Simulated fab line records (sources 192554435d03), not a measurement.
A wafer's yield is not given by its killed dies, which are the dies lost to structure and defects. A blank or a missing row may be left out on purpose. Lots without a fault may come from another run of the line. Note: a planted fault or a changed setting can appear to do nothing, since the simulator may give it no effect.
Matching of chambers :: flow n5 finfet :: N5_BEOL_M6_DESCUM_33 on rie diel-03: 4 sister chambers
The step chemistry O2, time 7 s. 4 wafers are shown with their chamber, then 7 later ones without.

WAFERS, EACH WITH ITS CHAMBER
wafer: L091.2
chamber: 2
throttle valve pct (%): 20.58

wafer: L091.6
chamber: 1
throttle valve pct (%): 20.25

wafer: L093.2
chamber: 3
throttle valve pct (%): 20.62

wafer: L093.4
chamber: 0
throttle valve pct (%): 20.46

WAFERS WITH NO CHAMBER GIVEN
wafer: L093.6
throttle valve pct (%): 20.26

wafer: L095.2
throttle valve pct (%): 20.59

wafer: L095.5
throttle valve pct (%): 20.60

wafer: L095.6
throttle valve pct (%): 20.63

wafer: L097.1
throttle valve pct (%): 20.28

wafer: L097.5
throttle valve pct (%): 20.63

wafer: L097.6
throttle valve pct (%): 20.45

WHICH CHAMBER EACH ONE RAN IN
wafer: L093.6
from the rows above: 1
in truth: 1

wafer: L095.2
from the rows above: can't be placed: 2 or 3
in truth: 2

wafer: L095.5
from the rows above: can't be placed: 3 or 2
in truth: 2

wafer: L095.6
from the rows above: 3
in truth: 3

wafer: L097.1
from the rows above: 1
in truth: 1

wafer: L097.5
from the rows above: 3
in truth: 3

wafer: L097.6
from the rows above: 0
in truth: 0
Correctly placed: 5 of 7. Cannot be placed on the basis of these rows: 2; the candidates contain the true chamber in 2. Wrongly placed: 0.
How it was worked out, from the rows above alone: a wafer's distance from a chamber is the root of the sum, over the readings, of the square of ((its reading less the chamber's mean) divided by the reading's scatter). If the next closest chamber is less than 2 further off than the closest, the wafer can't be placed; otherwise it belongs to the closest. For every chamber, the mean is computed from those of its wafers that are shown. The scatter: root of mean squared gap, hidden wafer to nearest shown wafer, with one shown wafer a chamber.
